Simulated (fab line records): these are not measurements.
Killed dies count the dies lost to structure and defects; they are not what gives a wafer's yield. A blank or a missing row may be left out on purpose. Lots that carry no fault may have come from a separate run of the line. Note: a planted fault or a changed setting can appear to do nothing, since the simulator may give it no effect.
Which of the tools did it? :: flow n5_finfet :: 10 lots, 27 wafers sampled, at 6 steps of a route of 1938

## WHAT EACH GAUGE READ, for each wafer
N5_FIN_SAQP_CD_MEAS_16: the cd target is 35.6 nm. Usual: cd_nm reads 35.5 nm (standard deviation 0.36).
lot: L945
measured: day 2 03:59
on: cd_sem-02
cd_nm (nm): 35.4 34.8 35.3
flag: 

lot: L949
measured: day 3 03:16
on: cd_sem-01
cd_nm (nm): 35.1 35.3 35.4
flag: 

lot: L950
measured: day 3 09:20
on: cd_sem-03
cd_nm (nm): 35.6 35.3 36.4
flag: 

lot: L951
measured: day 3 15:35
on: cd_sem-01
cd_nm (nm): 35.4 35.9 35.7
flag: 

lot: L952
measured: day 3 22:20
on: cd_sem-02
cd_nm (nm): 35.7 35.1 35.2
flag: 

lot: L953
measured: day 4 04:32
on: cd_sem-01
cd_nm (nm): 32.4 31.8
flag: OFF

lot: L955
measured: day 4 16:55
on: cd_sem-02
cd_nm (nm): 35.6 35.3 36.1
flag: 

lot: L959
measured: day 5 16:17
on: cd_sem-03
cd_nm (nm): 31.8 35.6
flag: OFF

lot: L964
measured: day 6 22:30
on: cd_sem-01
cd_nm (nm): 35.3 35.2 35.2
flag: 

lot: L967
measured: day 7 16:30
on: cd_sem-02
cd_nm (nm): 35.8 35.8
flag: 

N5_FIN_SAQP_OVL_MEAS_17. Usual: FIN_CORE_OVL gives -0.3 nm (standard deviation 0.87).
lot: L945
measured: day 2 04:01
on: overlay-02
FIN_CORE_OVL (nm): 0.5 -0.2 1.0
flag: 

lot: L949
measured: day 3 03:18
on: overlay-02
FIN_CORE_OVL (nm): -0.4 -0.2 0.0
flag: 

lot: L950
measured: day 3 09:23
on: overlay-02
FIN_CORE_OVL (nm): -0.9 -0.4 -0.5
flag: 

lot: L951
measured: day 3 15:37
on: overlay-01
FIN_CORE_OVL (nm): 0.3 0.8 1.5
flag: 

lot: L952
measured: day 3 22:23
on: overlay-01
FIN_CORE_OVL (nm): 0.1 0.8 -0.5
flag: 

lot: L953
measured: day 4 04:35
on: overlay-01
FIN_CORE_OVL (nm): -1.4 -1.0
flag: 

lot: L955
measured: day 4 16:57
on: overlay-01
FIN_CORE_OVL (nm): 0.1 1.4 0.1
flag: 

lot: L959
measured: day 5 16:19
on: overlay-02
FIN_CORE_OVL (nm): 0.9 0.0
flag: 

lot: L964
measured: day 6 22:32
on: overlay-02
FIN_CORE_OVL (nm): 0.2 1.3 0.6
flag: 

lot: L967
measured: day 7 16:32
on: overlay-02
FIN_CORE_OVL (nm): 0.6 0.3
flag: 

N5_BEOL_M4_RC_MEAS_101. Usual: DIBL_N 36.8 mV/V, standard deviation 2.2; DIBL_P 37.0 mV/V, standard deviation 2.8; IOFF_N 0.18 nA/um, standard deviation 0.043; IOFF_P 0.23 nA/um, standard deviation 0.05; ION_N 680 uA/um, standard deviation 14; ION_P 466 uA/um, standard deviation 9.1; SS_N 71.7 mV/dec, standard deviation 0.74; SS_P 73.5 mV/dec, standard deviation 0.79; VT_N 248 mV, standard deviation 4; VT_P -249 mV, standard deviation 4.1.
lot: L945
measured: day 8 09:34
on: prober-02
DIBL_N (mV/V): 37.8 34.9 38.9
DIBL_P (mV/V): 36.7 33.9 38.6
IOFF_N (nA/um): 0.16 0.13 0.19
IOFF_P (nA/um): 0.19 0.17 0.23
ION_N (uA/um): 666 677 688
ION_P (uA/um): 450 462 463
SS_N (mV/dec): 71.9 69.7 71.8
SS_P (mV/dec): 73.9 73.0 73.7
VT_N (mV): 249 252 248
VT_P (mV): -254 -255 -251
flag: 

lot: L949
measured: day 9 11:35
on: prober-01
DIBL_N (mV/V): 36.2 39.3 36.2
DIBL_P (mV/V): 37.8 41.7 38.4
IOFF_N (nA/um): 0.16 0.21 0.15
IOFF_P (nA/um): 0.20 0.29 0.20
ION_N (uA/um): 681 692 676
ION_P (uA/um): 464 469 463
SS_N (mV/dec): 72.4 73.0 71.3
SS_P (mV/dec): 72.9 74.6 72.4
VT_N (mV): 250 247 249
VT_P (mV): -251 -248 -251
flag: 

lot: L950
measured: day 9 13:09
on: prober-02
DIBL_N (mV/V): 38.0 39.4 34.8
DIBL_P (mV/V): 36.7 38.2 32.6
IOFF_N (nA/um): 0.21 0.22 0.13
IOFF_P (nA/um): 0.23 0.24 0.16
ION_N (uA/um): 690 699 684
ION_P (uA/um): 468 469 462
SS_N (mV/dec): 71.7 72.1 71.1
SS_P (mV/dec): 73.6 74.7 72.6
VT_N (mV): 246 249 253
VT_P (mV): -250 -248 -253
flag: 

lot: L951
measured: day 9 11:29
on: prober-02
DIBL_N (mV/V): 37.2 34.5 38.6
DIBL_P (mV/V): 36.0 33.0 38.7
IOFF_N (nA/um): 0.17 0.13 0.20
IOFF_P (nA/um): 0.22 0.18 0.26
ION_N (uA/um): 678 658 677
ION_P (uA/um): 465 457 469
SS_N (mV/dec): 72.8 71.3 72.6
SS_P (mV/dec): 73.9 72.6 73.6
VT_N (mV): 248 250 246
VT_P (mV): -248 -250 -246
flag: 

lot: L952
measured: day 10 08:27
on: prober-02
DIBL_N (mV/V): 40.9 36.3 31.0
DIBL_P (mV/V): 45.1 39.3 32.1
IOFF_N (nA/um): 0.28 0.17 0.09
IOFF_P (nA/um): 0.36 0.23 0.13
ION_N (uA/um): 698 685 647
ION_P (uA/um): 474 472 449
SS_N (mV/dec): 72.8 71.2 69.7
SS_P (mV/dec): 75.9 72.8 71.9
VT_N (mV): 240 247 256
VT_P (mV): -244 -251 -257
flag: 

lot: L953
measured: day 10 14:59
on: prober-01
DIBL_N (mV/V): 36.7 36.1
DIBL_P (mV/V): 37.0 36.3
IOFF_N (nA/um): 0.18 0.17
IOFF_P (nA/um): 0.25 0.24
ION_N (uA/um): 681 673
ION_P (uA/um): 472 471
SS_N (mV/dec): 71.6 72.1
SS_P (mV/dec): 73.8 73.8
VT_N (mV): 246 249
VT_P (mV): -245 -248
flag: 

lot: L955
measured: day 10 16:55
on: prober-02
DIBL_N (mV/V): 34.7 41.5 35.7
DIBL_P (mV/V): 34.0 41.0 35.2
IOFF_N (nA/um): 0.14 0.31 0.15
IOFF_P (nA/um): 0.24 0.40 0.25
ION_N (uA/um): 676 701 664
ION_P (uA/um): 480 489 473
SS_N (mV/dec): 70.9 72.6 70.8
SS_P (mV/dec): 73.9 74.7 72.8
VT_N (mV): 251 239 253
VT_P (mV): -245 -237 -245
flag: 

lot: L959
measured: day 11 13:43
on: prober-01
DIBL_N (mV/V): 34.1 35.5
DIBL_P (mV/V): 33.3 34.5
IOFF_N (nA/um): 0.12 0.14
IOFF_P (nA/um): 0.20 0.22
ION_N (uA/um): 659 657
ION_P (uA/um): 459 460
SS_N (mV/dec): 71.4 71.1
SS_P (mV/dec): 73.2 72.6
VT_N (mV): 254 252
VT_P (mV): -249 -249
flag: 

lot: L964
measured: day 13 05:25
on: prober-02
DIBL_N (mV/V): 38.8 37.5 37.8
DIBL_P (mV/V): 40.2 39.5 38.9
IOFF_N (nA/um): 0.22 0.20 0.18
IOFF_P (nA/um): 0.29 0.29 0.25
ION_N (uA/um): 696 696 679
ION_P (uA/um): 472 480 466
SS_N (mV/dec): 72.0 72.4 72.2
SS_P (mV/dec): 74.7 74.3 74.3
VT_N (mV): 247 245 249
VT_P (mV): -244 -244 -245
flag: 

lot: L967
measured: day 13 11:31
on: prober-02
DIBL_N (mV/V): 36.7 37.7
DIBL_P (mV/V): 37.9 40.2
IOFF_N (nA/um): 0.20 0.22
IOFF_P (nA/um): 0.26 0.31
ION_N (uA/um): 686 701
ION_P (uA/um): 474 487
SS_N (mV/dec): 72.2 72.3
SS_P (mV/dec): 73.6 74.8
VT_N (mV): 243 242
VT_P (mV): -244 -241
flag: 

## EACH LOT AND THE TOOL THAT RAN IT (in order: tool; ch and the chambers of the sampled wafers; start)
lot: L945
N5_FIN_SAQP_PEB_14: litho_track-05 ch 0, day 2 03:55
N5_FIN_SAQP_ETCH_51: rie_diel-04 ch 0,3, day 2 04:07
N5_FIN_SAQP_RECESS_75: vapor_etch-02 ch 1, day 2 04:47

lot: L949
N5_FIN_SAQP_PEB_14: litho_track-05 ch 0, day 3 03:11
N5_FIN_SAQP_ETCH_51: rie_diel-04 ch 0,1,3, day 3 03:26
N5_FIN_SAQP_RECESS_75: vapor_etch-02 ch 1, day 3 04:07

lot: L950
N5_FIN_SAQP_PEB_14: litho_track-04 ch 0, day 3 09:16
N5_FIN_SAQP_ETCH_51: rie_diel-05 ch 0,3, day 3 09:29
N5_FIN_SAQP_RECESS_75: vapor_etch-01 ch 0,1, day 3 10:26

lot: L951
N5_FIN_SAQP_PEB_14: litho_track-04 ch 0, day 3 15:31
N5_FIN_SAQP_ETCH_51: rie_diel-05 ch 1,2, day 3 15:43
N5_FIN_SAQP_RECESS_75: vapor_etch-02 ch 0,1, day 3 16:24

lot: L952
N5_FIN_SAQP_PEB_14: litho_track-01 ch 0, day 3 22:16
N5_FIN_SAQP_ETCH_51: rie_diel-04 ch 0,2,3, day 3 22:28
N5_FIN_SAQP_RECESS_75: vapor_etch-02 ch 0,1, day 4 00:47

lot: L953
N5_FIN_SAQP_PEB_14: litho_track-04 ch 0, day 4 04:29
N5_FIN_SAQP_ETCH_51: rie_diel-05 ch 2,3, day 4 04:40
N5_FIN_SAQP_RECESS_75: vapor_etch-02 ch 0, day 4 05:20

lot: L955
N5_FIN_SAQP_PEB_14: litho_track-05 ch 0, day 4 16:50
N5_FIN_SAQP_ETCH_51: rie_diel-06 ch 0,1,2, day 4 17:02
N5_FIN_SAQP_RECESS_75: vapor_etch-01 ch 0,1, day 4 18:20

lot: L959
N5_FIN_SAQP_PEB_14: litho_track-04 ch 0, day 5 16:13
N5_FIN_SAQP_ETCH_51: rie_diel-04 ch 0,3, day 5 16:29
N5_FIN_SAQP_RECESS_75: vapor_etch-02 ch 0,1, day 5 17:17

lot: L964
N5_FIN_SAQP_PEB_14: litho_track-01 ch 0, day 6 22:26
N5_FIN_SAQP_ETCH_51: rie_diel-05 ch 0,1,2, day 6 22:38
N5_FIN_SAQP_RECESS_75: vapor_etch-02 ch 0,1, day 6 23:31

lot: L967
N5_FIN_SAQP_PEB_14: litho_track-01 ch 0, day 7 16:26
N5_FIN_SAQP_ETCH_51: rie_diel-05 ch 0,1, day 7 16:59
N5_FIN_SAQP_RECESS_75: vapor_etch-02 ch 0,1, day 7 17:59
- N5_FIN_SAQP_PEB_14: peb time 60 s.
- N5_FIN_SAQP_ETCH_51: etches SiARC in CF4, target depth 45.5 nm, time 75.8 s.
- N5_FIN_SAQP_RECESS_75: chemistry HF/NH3, target SiO2, target depth 14.4 nm, afs cycles 3, sublimation time 60 s.

## AS READ BY THE TOOLS THEMSELVES (means over the sampled wafers that have a number; for cases with no such wafer, the mark the record gives instead)
N5_FIN_SAQP_ETCH_51. Usual: drypump_motor_current_A 5.6 A, standard deviation 0.6; etch_rf_on_time_s 75.2 s, standard deviation 1.8; oes_product_au 0.66 a.u., standard deviation 0.068; rf_vpp_V 184.1 V, standard deviation 1.2; showerhead_plenum_p_Torr 2.14 Torr, standard deviation 0.083; throttle_valve_pct 15.69 %, standard deviation 0.29.
lot: L945
tool: rie_diel-04
drypump_motor_current_A (A): 6.4
etch_rf_on_time_s (s): 76.3
oes_product_au (a.u.): 0.69
rf_vpp_V (V): 184.0
showerhead_plenum_p_Torr (Torr): 2.14
throttle_valve_pct (%): 15.70
flag: 

lot: L949
tool: rie_diel-04
drypump_motor_current_A (A): 6.3
etch_rf_on_time_s (s): 74.5
oes_product_au (a.u.): 0.66
rf_vpp_V (V): 184.9
showerhead_plenum_p_Torr (Torr): 2.18
throttle_valve_pct (%): 15.85
flag: 

lot: L950
tool: rie_diel-05
drypump_motor_current_A (A): 5.8
etch_rf_on_time_s (s): 74.0
oes_product_au (a.u.): 0.62
rf_vpp_V (V): 184.9
showerhead_plenum_p_Torr (Torr): 2.14
throttle_valve_pct (%): 15.75
flag: 

lot: L951
tool: rie_diel-05
drypump_motor_current_A (A): 5.3
etch_rf_on_time_s (s): 73.5
oes_product_au (a.u.): 0.68
rf_vpp_V (V): 183.9
showerhead_plenum_p_Torr (Torr): 2.07
throttle_valve_pct (%): 15.64
flag: 

lot: L952
tool: rie_diel-04
drypump_motor_current_A (A): 6.2
etch_rf_on_time_s (s): 77.1
oes_product_au (a.u.): 0.64
rf_vpp_V (V): 183.1
showerhead_plenum_p_Torr (Torr): 2.14
throttle_valve_pct (%): 15.75
flag: 

lot: L953
tool: rie_diel-05
drypump_motor_current_A (A): 5.8
etch_rf_on_time_s (s): 75.8
oes_product_au (a.u.): 0.71
rf_vpp_V (V): 184.6
showerhead_plenum_p_Torr (Torr): 2.17
throttle_valve_pct (%): 15.41
flag: 

lot: L955
tool: rie_diel-06
drypump_motor_current_A (A): 5.4
etch_rf_on_time_s (s): 75.9
oes_product_au (a.u.): 0.65
rf_vpp_V (V): 184.3
showerhead_plenum_p_Torr (Torr): 2.18
throttle_valve_pct (%): 15.72
flag: 

lot: L959
tool: rie_diel-04
drypump_motor_current_A (A): 6.5
etch_rf_on_time_s (s): 76.8
oes_product_au (a.u.): 0.66
rf_vpp_V (V): 183.3
showerhead_plenum_p_Torr (Torr): 2.16
throttle_valve_pct (%): 15.75
flag: 

lot: L964
tool: rie_diel-05
drypump_motor_current_A (A): 5.1
etch_rf_on_time_s (s): 74.5
oes_product_au (a.u.): 0.65
rf_vpp_V (V): 183.8
showerhead_plenum_p_Torr (Torr): 2.07
throttle_valve_pct (%): 15.65
flag: 

lot: L967
tool: rie_diel-05
drypump_motor_current_A (A): 5.0
etch_rf_on_time_s (s): 73.2
oes_product_au (a.u.): 0.59
rf_vpp_V (V): 183.6
showerhead_plenum_p_Torr (Torr): 2.02
throttle_valve_pct (%): 15.94
flag: 

N5_FIN_SAQP_RECESS_75. Usual: drypump_motor_current_A 5.9 A, standard deviation 0.41; sublimation_temp_c 179.99 C, standard deviation 0.16.
lot: L945
tool: vapor_etch-02
drypump_motor_current_A (A): 6.5
sublimation_temp_c (C): 179.99
flag: 

lot: L949
tool: vapor_etch-02
drypump_motor_current_A (A): 6.5
sublimation_temp_c (C): 179.95
flag: 

lot: L950
tool: vapor_etch-01
drypump_motor_current_A (A): 5.8
sublimation_temp_c (C): 179.91
flag: 

lot: L951
tool: vapor_etch-02
drypump_motor_current_A (A): 6.2
sublimation_temp_c (C): 179.74
flag: 

lot: L952
tool: vapor_etch-02
drypump_motor_current_A (A): 6.2
sublimation_temp_c (C): 180.13
flag: 

lot: L953
tool: vapor_etch-02
drypump_motor_current_A (A): 5.4
sublimation_temp_c (C): 180.06
flag: 

lot: L955
tool: vapor_etch-01
drypump_motor_current_A (A): 5.8
sublimation_temp_c (C): 179.99
flag: 

lot: L959
tool: vapor_etch-02
drypump_motor_current_A (A): 6.0
sublimation_temp_c (C): 179.97
flag: 

lot: L964
tool: vapor_etch-02
drypump_motor_current_A (A): 6.1
sublimation_temp_c (C): 179.88
flag: 

lot: L967
tool: vapor_etch-02
drypump_motor_current_A (A): 6.0
sublimation_temp_c (C): 179.99
flag: 

## THE ANSWER, worked out from the rows above alone
Rule: lot off if the mean of its wafers having a number is beyond 3 standard deviations from the usual mean. Also off: a lot with no number at a reading for which 4 or more lots have one. The other lots that the step has rows for count as sound. Order of review: gauges by route order, followed by the tools' own readings, for which a lot's mean as printed above is used. At the first step where some lot is off, the reading lying furthest off is the one used; lots without a number count as furthest.
Off, at N5_FIN_SAQP_CD_MEAS_16 on cd_nm: L953, L959.
If a tool, at a process step before that reading, ran all the lots that are off and no sound lot after the first of them, it fits. Gauges at N5_FIN_SAQP_CD_MEAS_16: tried the same way as those tools. One fits: litho_track-04 at N5_FIN_SAQP_PEB_14. Its last sound lot is L951 (day 3 15:31), its first lot that is off L953 (day 4 04:29): a fault that began between those two fits.

## WHAT HAD BEEN PUT IN BY THE SIMULATOR
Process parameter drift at N5_FIN_SAQP_PEB_14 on litho_track-04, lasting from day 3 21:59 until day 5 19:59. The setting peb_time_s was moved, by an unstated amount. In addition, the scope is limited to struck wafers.
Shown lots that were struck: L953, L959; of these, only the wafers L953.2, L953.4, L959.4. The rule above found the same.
